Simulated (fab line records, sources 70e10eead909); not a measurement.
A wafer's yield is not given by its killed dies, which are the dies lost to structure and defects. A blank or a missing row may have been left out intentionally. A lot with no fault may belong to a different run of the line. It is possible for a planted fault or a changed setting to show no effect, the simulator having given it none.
fab line records	flow nand_harc
record: lots: 10	wafers: 30	last_day: 32
route steps=1302 shown A_CHANNEL_HOLE_D2@583 END@1302
lots that met no fault: from a run of the same line without faults
start_h: start of the lot's first displayed wafer, in hours after the record's first day	wait_h: how many hours have passed since the lot's step before this one	" as in the row above	L1.1+2: a single row standing in for several wafers	- no value, or no start given	* or withheld: withheld	< > ~ a bound
route shown NAME@n: a module of which the file shows steps, and the number in the route of the first	usual: mean/standard deviation of fault-free wafers	same: alike in all rows	chamber/n: place in a boat	sites: readings site by site	_std_site: the standard deviation of these	_edge_site: outer sites' mean less inner sites'	radius_mm: how far each site lies from the wafer's centre	mask NAME#n: copy n	behind: tool/chamber where the wafer was last shaped	hold: why the lot went on hold/how many hours it stayed there/how the hold came to an end	device: the n, p or np transistor that did not switch	end of line: the same wafers' tests at the end of the route	step lacking rows: just its recipe	killed: dies lost to structure and defects at the first sort, not the wafer's yield	map: per-die view of a wafer (x killed, . not killed, _ where there is no die)
set.NAME: the setting as run; set.NAME@STEP: as run at that earlier step	model.NAME: the simulator's own value behind a step, which no gauge read
the route's steps for a sample of lots (tables are steps, rows are wafers)
services: a tool's chamber out of use, with start hour (start_h, from the record's first day; less than 0 if before it), hours out, and reason
== steps ==
step: NHARC_A_CHANNEL_HOLE_D2_OVL_MEAS_11
usual: overlay_x_nm: -0.3/0.87	overlay_y_nm: 0.0/1
lot.wafer	tool	chamber	start_h	wait_h	overlay_x_nm	overlay_y_nm
L715.1	overlay-01	-	333.45	-	-0.6	-0.1
L715.2	"	-	"	"	-1.1	0.2
L715.6	"	-	"	"	-0.8	-0.4
L713.2	overlay-02	-	333.67	-	-1.6	-1.3
L713.4	"	-	"	"	-2.4	-1.2
L713.6	"	-	"	"	-1.2	-1.1
L714.1	overlay-01	-	334.37	-	-1.0	1.4
L714.4	"	-	"	"	-0.7	2.1
L714.6	"	-	"	"	-0.5	1.0
L722.1	overlay-02	-	424.30	-	1.0	0.1
L722.4	"	-	"	"	0.7	0.1
L722.6	"	-	"	"	0.0	-0.1
L724.3	overlay-02	-	439.26	-	1.8	-2.3
L724.4	"	-	"	"	1.1	-2.2
L724.6	"	-	"	"	1.0	-1.8
L723.1	overlay-01	-	439.52	-	-0.4	-1.6
L723.3	"	-	"	"	-0.9	-1.6
L723.4	"	-	"	"	-0.6	-1.6
L726.3	overlay-02	-	454.58	-	-1.3	1.0
L726.4	"	-	"	"	-0.8	0.9
L726.5	"	-	"	"	-0.2	1.1
L728.1	overlay-02	-	462.75	-	-1.1	-0.1
L728.2	"	-	"	"	-1.2	0.3
L728.6	"	-	"	"	-1.5	0.1
L727.1	overlay-01	-	463.54	-	0.8	-0.3
L727.2	"	-	"	"	0.9	-0.4
L727.6	"	-	"	"	-0.1	-0.5
L730.1	overlay-02	-	500.49	-	-0.2	0.6
L730.4	"	-	"	"	0.0	0.0
L730.6	"	-	"	"	0.5	0.4
step: NHARC_A_CHANNEL_HOLE_D2_ETCH_34
recipe: target_depth_a: 1540	time_s: 77	cf4_flow_sccm: 100	chf3_flow_sccm: 30	ar_flow_sccm: 0	rf_w: 500	bias_w: 200	chemistry: CF4/CHF3
usual: bias_w: 200.0/0.64	cf4_flow_sccm: 100.0/0.31	drypump_motor_current_A: 5.8/0.45	mfc_ar_sccm: 0.011/0.013	oes_product_au: 0.958/0.024	rf_vpp_V: 370.3/2.7	showerhead_plenum_p_Torr: 1.56/0.076	throttle_valve_pct: 16.802/0.0083
lot.wafer	tool	chamber	start_h	wait_h	bias_w	cf4_flow_sccm	drypump_motor_current_A	mfc_ar_sccm	oes_product_au	rf_hours_counter_h	rf_vpp_V	showerhead_plenum_p_Torr	throttle_valve_pct
L715.2	rie_diel-02	0	-	-	199.7	99.8	6.7	0.025	0.961	3.5	369.4	1.52	16.806
L715.1	"	1	"	"	200.5	100.2	5.0	0.044	0.947	3.3	369.0	1.50	16.797
L715.6	"	2	"	"	200.6	100.0	5.7	0	0.977	-	373.5	1.67	16.797
L713.2	rie_diel-01	3	-	-	199.3	99.9	5.3	0	0.959	6.8	373.6	1.68	16.796
L713.4	"	3	"	"	199.4	100.2	5.2	0	0.962	-	374.3	1.68	16.815
L713.6	"	0	"	"	201.1	100.2	6.5	0.027	0.944	-	370.1	1.56	16.812
L714.4	rie_diel-13	0	-	-	199.0	100.0	5.7	0	0.920	9.6	373.4	1.68	16.793
L714.1	"	1	"	"	201.1	99.6	5.9	0.008	0.899	10.7	371.0	1.57	16.796
L714.6	"	3	"	"	200.3	100.1	6.3	0	0.894	-	369.5	1.54	16.803
L722.4	rie_diel-01	2	-	-	201.5	100.2	5.7	0	0.985	2.4	367.5	1.47	16.799
L722.1	"	0	"	"	200.0	100.2	6.5	0.027	0.955	2.1	369.4	1.56	16.788
L722.6	"	1	"	"	200.5	100.4	5.7	0.017	0.976	-	367.6	1.49	16.800
L724.3	rie_diel-13	3	-	-	199.8	100.4	6.4	0	0.947	6.4	369.8	1.53	16.802
L724.6	"	1	"	"	199.5	100.3	5.9	0.008	0.970	-	371.7	1.57	16.813
L724.4	"	0	"	"	200.3	99.9	5.8	0	0.971	-	374.5	1.68	16.804
L723.1	rie_diel-01	2	-	-	200.5	100.2	5.7	0	0.968	4.0	367.0	1.47	16.807
L723.4	"	3	"	"	199.6	100.0	5.3	0	0.965	3.4	375.4	1.68	16.798
L723.3	"	0	"	"	199.8	99.6	6.5	0.027	0.937	3.3	370.4	1.56	16.810
L726.3	rie_diel-01	3	-	-	200.7	100.6	5.3	0	0.973	4.3	374.7	1.68	16.807
L726.4	"	0	"	"	199.2	99.7	6.5	0.027	0.983	4.1	371.7	1.56	16.798
L726.5	"	2	"	"	200.2	100.7	5.7	0	0.987	-	367.2	1.47	16.794
L728.2	rie_diel-02	2	-	-	199.9	100.6	5.8	0	0.967	1.7	374.3	1.67	16.810
L728.1	"	3	"	"	200.3	99.9	5.6	0	0.984	1.7	370.4	1.53	16.805
L728.6	"	2	"	"	199.3	99.8	5.7	0	0.973	-	374.3	1.67	16.797
L727.1	rie_diel-13	2	-	-	198.6	100.5	6.1	0.024	0.999	5.1	371.0	1.60	16.810
L727.2	"	1	"	"	199.8	99.8	5.9	0.008	0.975	7.4	371.0	1.57	16.804
L727.6	"	2	"	"	199.5	100.3	6.1	0.024	1.005	-	372.8	1.60	16.806
L730.4	rie_diel-01	0	-	-	200.4	100.7	6.5	0.027	0.958	6.9	369.0	1.56	16.806
L730.1	"	1	"	"	199.8	99.4	5.7	0.017	0.936	6.5	367.4	1.49	16.807
L730.6	"	0	"	"	200.6	100.2	6.5	0.027	0.956	-	369.7	1.56	16.805
step: NHARC_A_CHANNEL_HOLE_D2_ETCH_21
recipe: bias_v: 3000	source_w: withheld	pressure_mtorr: 20	time_s: 514.3	ar_flow_sccm: 375	c4f8_flow_sccm: 89.3	o2_flow_sccm: 35.7	temp_c: -20	target_depth_a: 16000	chemistry: C4F8/O2/Ar
usual: c4f8_flow_sccm: 89.35/0.29	chamber_pressure_mTorr: 19.999/0.02	drypump_motor_current_A: 5.3/0.46	mfc_ar_sccm: 374.8/1	showerhead_plenum_p_Torr: 3.61/0.14	throttle_valve_pct: 32.155/0.0088
lot.wafer	tool	chamber	start_h	wait_h	c4f8_flow_sccm	chamber_pressure_mTorr	drypump_motor_current_A	mfc_ar_sccm	rf_hours_counter_h	showerhead_plenum_p_Torr	throttle_valve_pct
L715.2	har_etch-02	1	335.16	0.3	-	-	-	-	-	-	-
L715.1	"	0	"	"	-	-	-	-	-	-	-
L715.6	"	0	"	"	-	-	-	-	-	-	-
L713.2	har_etch-01	1	337.33	0.3	-	-	-	-	-	-	-
L713.4	"	0	"	"	-	-	-	-	-	-	-
L713.6	"	0	"	"	-	-	-	-	-	-	-
L714.1	har_etch-02	1	339.39	0.3	89.24	19.974	5.9	373.8	385	3.72	32.167
L714.4	"	1	"	"	89.22	19.971	5.9	375.1	-	3.72	32.171
L714.6	"	0	"	"	89.54	20.015	4.9	375.3	-	3.60	32.149
L722.1	har_etch-01	0	426.02	0.3	89.59	19.985	5.6	375.7	227	3.45	32.151
L722.4	"	1	"	"	89.36	19.960	4.7	373.2	-	3.59	32.155
L722.6	"	1	"	"	89.53	19.989	4.7	374.2	-	3.59	32.160
L724.4	har_etch-02	0	441.32	0.3	88.92	19.990	4.9	373.0	-	3.92	32.162
L724.3	"	1	"	"	89.49	20.036	5.9	373.8	-	3.69	32.140
L724.6	"	1	"	"	89.66	19.981	5.8	374.3	-	3.69	32.150
L723.1	har_etch-01	1	443.38	0.3	89.27	19.995	4.7	375.6	238	3.59	32.146
L723.4	"	1	"	"	89.35	20.044	4.7	376.1	-	3.59	32.154
L723.3	"	0	"	"	89.69	20.001	5.6	375.3	-	3.44	32.154
L726.3	har_etch-01	1	456.43	0.3	89.18	19.992	4.8	375.0	-	3.58	32.153
L726.4	"	0	"	"	89.40	19.968	5.6	373.5	-	3.44	32.161
L726.5	"	0	"	"	89.00	20.018	5.6	374.9	-	3.44	32.172
L728.1	har_etch-01	1	465.51	0.3	89.48	19.967	4.8	373.2	250	3.58	32.151
L728.2	"	0	"	"	88.94	19.998	5.6	374.3	250	3.43	32.153
L728.6	"	1	"	"	88.81	19.987	4.8	375.8	-	3.58	32.150
L727.2	har_etch-02	1	466.36	0.3	89.24	19.973	5.8	374.3	42	3.68	32.157
L727.1	"	0	"	"	88.89	19.996	4.9	376.8	42	3.91	32.144
L727.6	"	1	"	"	89.42	19.987	5.9	373.5	-	3.68	32.160
L730.1	har_etch-02	1	502.26	0.3	89.29	19.993	5.9	374.8	65	3.67	32.161
L730.4	"	0	"	"	88.83	19.992	4.9	374.8	-	3.90	32.144
L730.6	"	1	"	"	89.52	20.020	5.9	373.6	-	3.67	32.149
step: NHARC_A_CHANNEL_HOLE_D2_ETCH_24
recipe: bias_v: 5000	source_w: withheld	pressure_mtorr: 20	time_s: 906.2	ar_flow_sccm: 375	c4f8_flow_sccm: 93.8	o2_flow_sccm: 31.2	temp_c: -20	target_depth_a: 15000	chemistry: C4F8/O2/Ar
usual: c4f8_flow_sccm: 93.79/0.3	chamber_pressure_mTorr: 19.999/0.019	drypump_motor_current_A: 5.3/0.46	mfc_ar_sccm: 375.0/1.2	showerhead_plenum_p_Torr: 3.60/0.14	throttle_valve_pct: 32.234/0.0091
lot.wafer	tool	chamber	start_h	wait_h	c4f8_flow_sccm	chamber_pressure_mTorr	drypump_motor_current_A	mfc_ar_sccm	rf_hours_counter_h	showerhead_plenum_p_Torr	throttle_valve_pct
L715.2	har_etch-02	1	336.86	0.6	94.04	19.984	5.8	373.2	383	3.71	32.231
L715.1	"	0	"	"	93.64	20.019	4.9	373.4	368	3.59	32.242
L715.6	"	0	"	"	93.72	20.022	4.9	374.4	-	3.59	32.234
L713.2	har_etch-01	1	339.09	0.6	93.88	19.989	4.7	376.9	175	3.61	32.234
L713.4	"	0	"	"	93.42	19.986	5.6	377.1	-	3.47	32.224
L713.6	"	0	"	"	94.23	20.002	5.6	373.5	-	3.47	32.230
L714.1	har_etch-02	1	341.16	0.6	93.39	19.969	5.9	375.5	387	3.71	32.238
L714.4	"	1	"	"	93.63	20.012	5.9	377.3	-	3.71	32.241
L714.6	"	0	"	"	94.32	19.990	4.9	375.4	-	3.59	32.226
L722.1	har_etch-01	0	427.74	0.6	93.72	20.014	5.6	374.9	228	3.44	32.230
L722.4	"	1	"	"	93.60	19.967	4.8	376.5	-	3.59	32.234
L722.6	"	1	"	"	93.81	20.007	4.8	373.8	-	3.59	32.221
L724.4	har_etch-02	0	443.12	0.6	93.87	19.974	4.9	374.6	-	3.91	32.226
L724.3	"	1	"	"	93.15	19.995	5.9	373.7	-	3.68	32.238
L724.6	"	1	"	"	93.63	19.982	5.9	375.5	-	3.68	32.243
L723.1	har_etch-01	1	445.08	0.6	93.38	19.963	4.7	374.9	240	3.58	32.228
L723.4	"	1	"	"	93.83	20.021	4.8	374.2	-	3.58	32.223
L723.3	"	0	"	"	93.63	20.007	5.6	374.9	-	3.43	32.232
L726.3	har_etch-01	1	458.24	0.6	94.09	19.999	4.8	375.4	-	3.58	32.232
L726.4	"	0	"	"	93.73	19.995	5.6	373.5	-	3.43	32.222
L726.5	"	0	"	"	93.71	20.007	5.7	374.1	-	3.43	32.233
L728.1	har_etch-01	1	467.22	0.6	94.62	19.988	4.8	374.6	252	3.57	32.225
L728.2	"	0	"	"	93.41	20.047	5.6	372.9	252	3.43	32.220
L728.6	"	1	"	"	94.42	20.005	4.8	376.0	-	3.57	32.231
L727.2	har_etch-02	1	468.07	0.6	93.65	20.006	5.9	375.7	44	3.67	32.234
L727.1	"	0	"	"	94.23	20.020	4.9	373.1	44	3.90	32.241
L727.6	"	1	"	"	93.16	19.950	5.9	376.5	-	3.67	32.243
L730.1	har_etch-02	1	504.02	0.6	93.88	19.981	5.9	375.8	67	3.66	32.239
L730.4	"	0	"	"	93.77	20.008	4.9	375.2	-	3.89	32.238
L730.6	"	1	"	"	93.95	19.968	5.9	375.3	-	3.66	32.234
step: NHARC_A_CHANNEL_HOLE_D2_CD_MEAS_31
usual: cd_nm: 91.0/1.6
lot.wafer	tool	chamber	start_h	wait_h	cd_nm
L715.1	cd_sem-01	-	340.25	-	0.9
L715.2	"	-	"	"	-0.1
L715.6	"	-	"	"	2.2
L713.2	cd_sem-02	-	343.29	-	-0.7
L713.4	"	-	"	"	4.4
L713.6	"	-	"	"	2.8
L714.1	cd_sem-02	-	344.40	-	89.0
L714.4	"	-	"	"	89.1
L714.6	"	-	"	"	89.3
L722.1	cd_sem-02	-	431.12	-	92.3
L722.4	"	-	"	"	92.1
L722.6	"	-	"	"	92.3
L724.3	cd_sem-02	-	446.41	-	89.8
L724.4	"	-	"	"	91.0
L724.6	"	-	"	"	89.9
L723.1	cd_sem-02	-	448.61	-	91.0
L723.3	"	-	"	"	89.7
L723.4	"	-	"	"	89.2
L726.3	cd_sem-03	-	461.39	-	92.6
L726.4	"	-	"	"	93.1
L726.5	"	-	"	"	90.9
L728.1	cd_sem-01	-	470.61	-	93.3
L728.2	"	-	"	"	92.7
L728.6	"	-	"	"	92.3
L727.1	cd_sem-01	-	471.47	-	88.2
L727.2	"	-	"	"	92.1
L727.6	"	-	"	"	90.2
L730.1	cd_sem-03	-	507.28	-	89.4
L730.4	"	-	"	"	90.5
L730.6	"	-	"	"	91.5
step: NHARC_A_CHANNEL_HOLE_D2_XSEM_32
recipe: landing_energy_ev: 35000
usual: bot_cd_nm: 75.4/1.8	bow_nm: 8.69/0.26	tilt_deg: 0.08/0.043
lot.wafer	tool	chamber	start_h	wait_h	bot_cd_nm	bow_nm	tilt_deg
L715.1	xsem-01	0	340.34	0.1	0.3	0.70	0.11
L715.2	"	0	"	"	0.0	0.69	0.11
L715.6	"	0	"	"	2.1	0.70	0.11
L713.2	xsem-02	0	343.39	0.1	0.0	0.66	0.16
L713.4	"	0	"	"	3.8	0.66	0.16
L713.6	"	0	"	"	2.1	0.66	0.16
L714.1	xsem-01	0	344.49	0.1	72.0	9.04	0.01
L714.4	"	0	"	"	72.6	9.02	0.01
L714.6	"	0	"	"	73.3	9.01	0.01
L722.1	xsem-02	0	431.21	0.1	77.0	9.21	0.10
L722.4	"	0	"	"	75.6	9.25	0.10
L722.6	"	0	"	"	76.1	9.35	0.09
L724.3	xsem-02	0	446.50	0.1	74.6	8.51	0.01
L724.4	"	0	"	"	75.4	8.44	0.01
L724.6	"	0	"	"	74.2	8.39	0.01
L723.1	xsem-01	0	448.70	0.1	74.8	8.64	0.07
L723.3	"	0	"	"	73.5	8.66	0.07
L723.4	"	0	"	"	72.8	8.55	0.07
L726.3	xsem-02	0	461.48	0.1	76.9	8.94	0.05
L726.4	"	0	"	"	78.0	8.97	0.05
L726.5	"	0	"	"	74.9	8.90	0.05
L728.1	xsem-01	0	470.69	0.1	78.0	8.86	0.11
L728.2	"	0	"	"	76.9	8.75	0.11
L728.6	"	0	"	"	77.0	8.90	0.11
L727.1	xsem-02	0	471.56	0.1	73.4	8.63	0.10
L727.2	"	0	"	"	78.7	8.58	0.10
L727.6	"	0	"	"	75.8	8.67	0.10
L730.1	xsem-01	0	507.36	0.1	73.1	8.79	0.03
L730.4	"	0	"	"	74.5	8.71	0.03
L730.6	"	0	"	"	75.9	8.80	0.03
step: NHARC_END_SORT_01
recipe: temp_c: 25
usual: killed_at_array: 59/17	killed_at_other: 0.9/1.6	killed_at_periphery: 3.7/2.3	killed_dies: 64/17	killed_open: 3.3/1.8	killed_short: 2.4/1.6
same: gross_dies: 677
lot.wafer	tool	chamber	start_h	wait_h	killed_at_array	killed_at_other	killed_at_periphery	killed_dies	killed_open	killed_short
L715.1	prober-02	0	605.07	2.5	674	0	3	677	5	4
L715.2	prober-02	0	605.87	2.8	673	0	4	677	4	1
L715.6	prober-02	0	609.09	4.0	674	0	3	677	4	3
L713.2	prober-01	0	605.70	2.8	669	3	5	677	1	3
L713.4	prober-01	0	607.28	3.4	672	1	4	677	1	1
L713.6	prober-01	0	608.85	3.9	664	6	7	677	0	2
L723.3	prober-01	0	702.15	3.1	66	1	0	67	4	2
L723.4	prober-01	0	702.94	3.4	74	0	2	76	3	0
L726.3	prober-02	0	716.42	3.1	51	0	1	52	2	0
L726.4	prober-02	0	717.23	3.4	66	1	1	68	2	2
L726.5	prober-02	0	718.04	3.7	70	0	1	71	0	1
L728.1	prober-01	0	729.94	2.5	76	5	3	84	3	4
L728.2	prober-01	0	730.74	2.8	64	4	4	72	2	4
L728.6	prober-01	0	733.96	4.0	83	0	4	87	4	2
L727.1	prober-02	0	730.06	2.6	81	0	1	82	1	1
L727.2	prober-02	0	730.85	2.8	75	0	4	79	7	3
L727.6	prober-02	0	734.01	3.9	76	0	2	78	2	4
killed by level:class
L715.1 A_CHANNEL_HOLE_D2:area_etch=631 A_CHANNEL_HOLE_D2:chamber_film_flake=27 A_SOURCE_PLATE:geometric_particle:short=2 A_DECK1_JOINT:geometric_particle:open=2 A_CHANNEL_HOLE_D1:chamber_film_flake=2 A_CONTACT:chamber_film_flake=2 P_M1:geometric_particle:open=1 P_M2:geometric_particle:open=1
L713.2 A_CHANNEL_HOLE_D2:area_etch=583 A_CHANNEL_HOLE_D1:chamber_film_flake=30 A_SLIT:chamber_film_flake=28 A_CHANNEL_HOLE_D2:chamber_film_flake=10 A_STAIRCASE:chamber_film_flake=7 P_STI:chamber_film_flake=3 A_DECK1_JOINT:chamber_film_flake=3 A_CONTACT:chamber_film_flake=3
L715.2 A_CHANNEL_HOLE_D2:area_etch=614 A_CHANNEL_HOLE_D2:chamber_film_flake=37 A_CHANNEL_HOLE_D1:chamber_film_flake=5 A_CONTACT:chamber_film_flake=4 A_WL_FILL:chamber_film_flake=3 A_M1:chamber_film_flake=3 P_ZERO_WELL:chamber_film_flake=2 A_CHANNEL_FILL_D2:chamber_film_flake=2
L713.4 A_CHANNEL_HOLE_D2:area_etch=593 A_CHANNEL_HOLE_D1:chamber_film_flake=30 A_SLIT:chamber_film_flake=27 A_CHANNEL_HOLE_D2:chamber_film_flake=13 P_STI:chamber_film_flake=2 A_CHANNEL_FILL_D1:chamber_film_flake=2 A_DECK1_JOINT:chamber_film_flake=2 A_CONTACT:chamber_film_flake=2
L713.6 A_CHANNEL_HOLE_D2:area_etch=568 A_SLIT:chamber_film_flake=37 A_CHANNEL_HOLE_D1:chamber_film_flake=34 A_CHANNEL_HOLE_D2:chamber_film_flake=13 A_STAIRCASE:chamber_film_flake=7 THIN_TSV:chamber_film_flake=6 P_STI:chamber_film_flake=5 A_CONTACT:chamber_film_flake=4
L715.6 A_CHANNEL_HOLE_D2:area_etch=635 A_CHANNEL_HOLE_D2:chamber_film_flake=24 A_CHANNEL_HOLE_D1:chamber_film_flake=4 A_WL_FILL:geometric_particle:open=2 A_WL_FILL:chamber_film_flake=2 A_CONTACT:chamber_film_flake=2 P_CONTACT:geometric_particle:open=1 P_M2:geometric_particle:short=1
L723.3 A_CHANNEL_HOLE_D1:chamber_film_flake=28 A_CHANNEL_HOLE_D2:chamber_film_flake=14 A_CONTACT:chamber_film_flake=6 A_BLC:chamber_film_flake=3 A_CHANNEL_HOLE_D1:geometric_particle:open=2 A_ZERO_WELL:chamber_film_flake=2 A_SLIT:chamber_film_flake=2 A_DECK1_JOINT:chamber_film_flake=2
L723.4 A_CHANNEL_HOLE_D1:chamber_film_flake=28 A_CHANNEL_HOLE_D2:chamber_film_flake=26 A_CONTACT:chamber_film_flake=11 P_BONDPAD:chamber_film_flake=2 A_WL_FILL:chamber_film_flake=2 A_CHANNEL_HOLE_D1:geometric_particle:open=1 A_CHANNEL_FILL_D1:geometric_particle:open=1 A_CHANNEL_FILL_D2:geometric_particle:open=1
L726.3 A_CHANNEL_HOLE_D1:chamber_film_flake=26 A_CHANNEL_HOLE_D2:chamber_film_flake=16 A_SLIT:chamber_film_flake=4 A_DECK1_JOINT:chamber_film_flake=2 P_M0:geometric_particle:open=1 A_BLC:geometric_particle:open=1 A_WL_FILL:chamber_film_flake=1 A_CONTACT:chamber_film_flake=1
L726.4 A_CHANNEL_HOLE_D1:chamber_film_flake=27 A_CHANNEL_HOLE_D2:chamber_film_flake=26 A_CONTACT:chamber_film_flake=6 A_WL_FILL:chamber_film_flake=1 A_ONON_D1:geometric_particle:short=1 A_DECK1_JOINT:geometric_particle:short=1 A_SLIT:geometric_particle:open=1 A_CONTACT:geometric_particle:open=1
L726.5 A_CHANNEL_HOLE_D1:chamber_film_flake=33 A_CHANNEL_HOLE_D2:chamber_film_flake=29 A_CONTACT:chamber_film_flake=4 A_CHANNEL_HOLE_D2:geometric_particle:short=1 P_CONTACT:chamber_film_flake=1 A_STAIRCASE:chamber_film_flake=1 A_SLIT:chamber_film_flake=1 A_WL_FILL:chamber_film_flake=1
L728.1 A_CHANNEL_HOLE_D1:chamber_film_flake=32 A_CHANNEL_HOLE_D2:chamber_film_flake=25 A_CONTACT:chamber_film_flake=7 THIN_TSV:chamber_film_flake=5 A_SLIT:chamber_film_flake=2 A_DECK1_JOINT:chamber_film_flake=2 P_M0:geometric_particle:short=1 A_DECK1_JOINT:geometric_particle:short=1
L727.1 A_SLIT:chamber_film_flake=39 A_CHANNEL_HOLE_D1:chamber_film_flake=30 A_CONTACT:chamber_film_flake=5 A_SGD_CUT:chamber_film_flake=4 A_DECK1_JOINT:geometric_particle:short=1 A_WL_FILL:geometric_particle:open=1 P_M0:chamber_film_flake=1 A_WL_FILL:chamber_film_flake=1
L728.2 A_CHANNEL_HOLE_D1:chamber_film_flake=22 A_CHANNEL_HOLE_D2:chamber_film_flake=20 A_CONTACT:chamber_film_flake=10 THIN_TSV:chamber_film_flake=4 A_DECK1_JOINT:geometric_particle:short=2 P_M1:chamber_film_flake=2 A_SLIT:chamber_film_flake=2 A_CHANNEL_FILL_D2:chamber_film_flake=2
L727.2 A_SLIT:chamber_film_flake=38 A_CHANNEL_HOLE_D1:chamber_film_flake=22 A_CONTACT:chamber_film_flake=6 P_CONTACT:geometric_particle:open=3 A_SGD_CUT:chamber_film_flake=3 P_STI:geometric_particle:short=1 A_ONON_D1:geometric_particle:open=1 A_CHANNEL_FILL_D2:geometric_particle:short=1
L728.6 A_CHANNEL_HOLE_D1:chamber_film_flake=38 A_CHANNEL_HOLE_D2:chamber_film_flake=21 A_CONTACT:chamber_film_flake=16 A_SLIT:chamber_film_flake=3 P_M1:chamber_film_flake=2 P_CONTACT:geometric_particle:short=1 A_ONON_D2:geometric_particle:open=1 A_CHANNEL_FILL_D2:geometric_particle:open=1
L727.6 A_SLIT:chamber_film_flake=37 A_CHANNEL_HOLE_D1:chamber_film_flake=27 P_STI:chamber_film_flake=2 A_SGD_CUT:chamber_film_flake=2 A_CONTACT:chamber_film_flake=2 A_ONON_D1:geometric_particle:open=1 A_CHANNEL_FILL_D1:geometric_particle:open=1 A_CHANNEL_FILL_D1:geometric_particle:short=1
== services ==
tool	chamber	start_h	hours	kind
rie_diel-13	-	328.33	0.7	repair
rie_diel-01	2	330.61	7.2	repair
rie_diel-13	2	337.86	4.3	repair
rie_diel-13	-	342.49	9.0	pm
rie_diel-02	3	344.88	11.2	repair
rie_diel-01	3	356.74	3.7	repair
rie_diel-13	2	358.59	5.0	repair
rie_diel-13	0	362.91	9.4	repair
rie_diel-13	2	372.04	15.7	repair
xsem-01	-	374.00	14.0	pm
rie_diel-02	0	374.45	14.2	repair
har_etch-02	-	377.00	17.0	pm
har_etch-02	0	377.00	17.0	vent_cycle
har_etch-02	1	377.00	17.0	vent_cycle
rie_diel-01	-	380.80	9.0	pm
rie_diel-02	1	386.65	4.8	repair
rie_diel-02	-	393.72	9.0	pm
har_etch-02	0	394.00	-	clean
rie_diel-13	2	403.97	4.4	repair
rie_diel-13	2	437.85	14.3	repair
rie_diel-01	2	444.74	3.6	repair
rie_diel-02	1	446.25	15.4	repair
rie_diel-01	0	463.27	2.8	repair
rie_diel-01	1	493.59	5.4	repair
== key ==
first_sign: step: NHARC_A_CHANNEL_HOLE_D2_ETCH_21	reading: tool_record	direction: missing
effect: step: NHARC_A_CHANNEL_HOLE_D2_CD_MEAS_31	reading: cd_nm	direction: down	sigmas: 57	usual: 91.0	struck: 1.6
effect: step: NHARC_A_CHANNEL_HOLE_D2_XSEM_32	reading: bot_cd_nm	direction: down	sigmas: 41	usual: 75.4	struck: 1.4
effect: step: NHARC_END_SORT_01	reading: killed_at_array	direction: up	sigmas: 37	usual: 59	struck: 671
more_kills_born_at: NHARC_A_CHANNEL_HOLE_D2_ETCH_21@har_etch-02: 1880	NHARC_A_CHANNEL_HOLE_D2_ETCH_21@har_etch-01: 1744
met_at NHARC_A_CHANNEL_HOLE_D2_ETCH_21
struck_lots L713,L715
later_rows_left_out L713.2,L713.4,L713.6,L715.1,L715.2,L715.6
tester_left_out L713,L715
not_acting_at NHARC_A_CHANNEL_HOLE_D2_OVL_MEAS_11,NHARC_A_CHANNEL_HOLE_D2_ETCH_34,NHARC_A_CHANNEL_HOLE_D2_ETCH_24
fault: kind: skipped_step_whole	tool: har_etch-01,har_etch-02	chamber: -	onset_h: 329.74	steps: NHARC_A_CHANNEL_HOLE_D2_ETCH_21	scope: struck_lots_only
tester_left_out: of these lots the tester's yield and bins aren't shown, on N5 and GAA mostly nor the transistor test; their killed dies are dies lost to structure and defects alone, not to doping, threshold or leakage, so they don't give the yield
later_rows_left_out: the simulator's readings of these wafers behind a module that went badly wrong aren't trusted and aren't shown, but for the sort
